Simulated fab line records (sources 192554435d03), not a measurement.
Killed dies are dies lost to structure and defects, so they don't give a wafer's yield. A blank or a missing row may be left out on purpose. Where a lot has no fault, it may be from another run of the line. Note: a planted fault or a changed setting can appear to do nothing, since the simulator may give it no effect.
Matching of chambers :: flow n5_finfet :: N5_PMOS_HMC_CHANNEL_EPI_ETCH_38 on rie_si-03: 3 sister chambers
The step etches SiO2 in CF4, target depth 1.5 nm. 3 wafers are shown with their chamber, then 7 later ones without.

EACH WAFER AND ITS CHAMBER
wafer: L089.5
chamber: 3
throttle_valve_pct (%): 21.82

wafer: L091.1
chamber: 2
throttle_valve_pct (%): 22.20

wafer: L091.2
chamber: 0
throttle_valve_pct (%): 21.58

WAFERS WITHOUT THEIR CHAMBER
wafer: L091.3
throttle_valve_pct (%): 21.80

wafer: L093.2
throttle_valve_pct (%): 22.20

wafer: L093.4
throttle_valve_pct (%): 21.82

wafer: L094.1
throttle_valve_pct (%): 22.19

wafer: L094.5
throttle_valve_pct (%): 21.81

wafer: L094.6
throttle_valve_pct (%): 21.57

wafer: L097.4
throttle_valve_pct (%): 21.81

WHICH CHAMBER EACH ONE RAN IN
wafer: L091.3
from the rows above: 3
in truth: 3

wafer: L093.2
from the rows above: 2
in truth: 2

wafer: L093.4
from the rows above: 3
in truth: 3

wafer: L094.1
from the rows above: 2
in truth: 2

wafer: L094.5
from the rows above: 3
in truth: 3

wafer: L094.6
from the rows above: 0
in truth: 0

wafer: L097.4
from the rows above: 3
in truth: 3
Placed correctly: 7 of 7. Can't be placed from these rows: 0. Placed wrongly: 0.
How it was worked out, from the rows above alone: a wafer's distance from a chamber is the root of the sum, over the readings, of the square of ((its reading less the chamber's mean) divided by the reading's scatter). The wafer belongs to the nearest chamber; if the next one is less than 2 further off, it can't be placed. The mean given for a chamber averages the wafers shown for that chamber. The scatter (one wafer shown for each chamber): square how far every hidden wafer sits from the nearest shown wafer, average those squares and take the square root.
